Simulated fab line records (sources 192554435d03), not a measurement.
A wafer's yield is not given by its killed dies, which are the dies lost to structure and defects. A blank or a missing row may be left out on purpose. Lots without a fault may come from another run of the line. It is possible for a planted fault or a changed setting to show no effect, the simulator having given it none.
Chamber matching || flow n5 finfet || N5_BEOL_M0_SAQP_PECVD_97 on pecvd-03: 3 sister chambers
The step deposits SiNx from SiH4/NH3/N2, target thk 23 nm, time 19.9 s. 6 wafers are shown with their chamber, then 7 later ones without.

WAFERS WITH THEIR CHAMBER
{"wafer": "L079.4", "chamber": 2, "throttle valve pct (%)": 36.7, "showerhead plenum p Torr (Torr)": 5.11}
{"wafer": "L081.1", "chamber": 0, "throttle valve pct (%)": 37.8, "showerhead plenum p Torr (Torr)": 5.17}
{"wafer": "L081.2", "chamber": 1, "throttle valve pct (%)": 46.2, "showerhead plenum p Torr (Torr)": 5.19}
{"wafer": "L081.3", "chamber": 2, "throttle valve pct (%)": 36.9, "showerhead plenum p Torr (Torr)": 5.10}
{"wafer": "L081.4", "chamber": 0, "throttle valve pct (%)": 37.6, "showerhead plenum p Torr (Torr)": 5.17}
{"wafer": "L081.5", "chamber": 1, "throttle valve pct (%)": 45.9, "showerhead plenum p Torr (Torr)": 5.20}

WAFERS WITH NO CHAMBER GIVEN
{"wafer": "L081.6", "throttle valve pct (%)": 37.1, "showerhead plenum p Torr (Torr)": 5.11}
{"wafer": "L085.1", "throttle valve pct (%)": 37.2, "showerhead plenum p Torr (Torr)": 5.13}
{"wafer": "L085.2", "throttle valve pct (%)": 46.0, "showerhead plenum p Torr (Torr)": 5.18}
{"wafer": "L085.6", "throttle valve pct (%)": 37.1, "showerhead plenum p Torr (Torr)": 5.11}
{"wafer": "L092.1", "throttle valve pct (%)": 37.8, "showerhead plenum p Torr (Torr)": 5.16}
{"wafer": "L092.3", "throttle valve pct (%)": 37.2, "showerhead plenum p Torr (Torr)": 5.11}
{"wafer": "L092.5", "throttle valve pct (%)": 37.9, "showerhead plenum p Torr (Torr)": 5.18}

CHAMBER TAKEN BY EACH
{"wafer": "L081.6", "from the rows above": 2, "in truth": 2}
{"wafer": "L085.1", "from the rows above": 2, "in truth": 2}
{"wafer": "L085.2", "from the rows above": 1, "in truth": 1}
{"wafer": "L085.6", "from the rows above": 2, "in truth": 2}
{"wafer": "L092.1", "from the rows above": 0, "in truth": 0}
{"wafer": "L092.3", "from the rows above": 2, "in truth": 2}
{"wafer": "L092.5", "from the rows above": 0, "in truth": 0}
Correctly placed: 7 of 7. From these rows, 0 cannot be placed. Placed wrongly: 0.
How it was worked out, from the rows above alone: a wafer's distance from a chamber is the root of the sum, over the readings, of the square of ((its reading less the chamber's mean) divided by the reading's scatter). The wafer belongs to the nearest chamber; if the next one is less than 2 further off, it can't be placed. The mean given for a chamber averages the wafers shown for that chamber. The scatter is the square root of a quotient: the sum, over the shown wafers, of each reading's squared deviation from its chamber's mean, divided by wafers minus chambers.
